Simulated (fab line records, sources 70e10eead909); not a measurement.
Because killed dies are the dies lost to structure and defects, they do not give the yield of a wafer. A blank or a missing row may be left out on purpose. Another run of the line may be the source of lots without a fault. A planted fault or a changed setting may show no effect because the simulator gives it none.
Which of the tools did it? -- flow nand_harc -- 15 lots (45 wafers sampled), 1 step of a 1159-step route

WHAT THE GAUGES SHOWED, per wafer
NHARC_P_ZERO_WELL_CD_MEAS_52 targets a cd of 2000 nm. Usual: 1999.8 nm for cd_nm, sd 1.9.
lot,measured,on,cd_nm (nm),flag
L191,day 1 17:51,cd_sem-01,1999.5 2000.7 2000.8,
L193,day 2 05:40,cd_sem-01,2002.2 1997.3 2002.6,
L194,day 2 11:40,cd_sem-02,2002.7 2002.3 1998.9,
L195,day 2 17:45,cd_sem-03,1998.8 2000.3 1998.8,
L196,day 3 02:40,cd_sem-03,1999.0 1999.9 2001.8,
L197,day 3 05:49,cd_sem-03,2001.8 1999.0 2000.0,
L200,day 3 23:46,cd_sem-01,1998.1 2000.2 1997.0,
L201,day 4 05:47,cd_sem-03,1997.8 2000.1 1998.1,
L206,day 5 11:47,cd_sem-02,1999.7 2001.7 2003.8,
L207,day 5 17:50,cd_sem-02,2002.0 2002.5 2000.6,
L209,day 6 05:38,cd_sem-02,2001.2 1996.7 2000.1,
L210,day 6 11:52,cd_sem-03,1998.8 2000.1 2002.9,
L211,day 6 17:55,cd_sem-03,1998.1 1998.2 1997.4,
L213,day 7 05:48,cd_sem-03,2002.1 2002.2 1998.4,
L214,day 7 11:53,cd_sem-02,1996.3 1999.3 1998.7,

EACH LOT AND THE TOOL THAT RAN IT (in order: tool; ch and the chambers of the sampled wafers; start)
Before these readings, the record contains no process step.

WHAT THE TOOLS THEMSELVES READ (means of the sampled wafers that have a number; where no wafer has one, the mark that the record gives instead)
The record holds no such reading with a usual standard deviation.

THE ANSWER, worked out from the rows above alone
Rule: take the mean of a lot's wafers that have a number; if it is more than 3 standard deviations from the usual mean, the lot is off. Also off: a lot with no number at a reading for which 4 or more lots have one. Any other lot the step has rows for is counted as sound. After the gauges, taken in route order, come the tools' own readings; for these a lot's mean is taken, as printed above. The first step at which some lot is off is used, and at that step the reading that is off furthest; a lot without a number counts as furthest.
No lot is off at any reading shown: from this, nothing can be told.

WHAT THE SIMULATOR PUT IN
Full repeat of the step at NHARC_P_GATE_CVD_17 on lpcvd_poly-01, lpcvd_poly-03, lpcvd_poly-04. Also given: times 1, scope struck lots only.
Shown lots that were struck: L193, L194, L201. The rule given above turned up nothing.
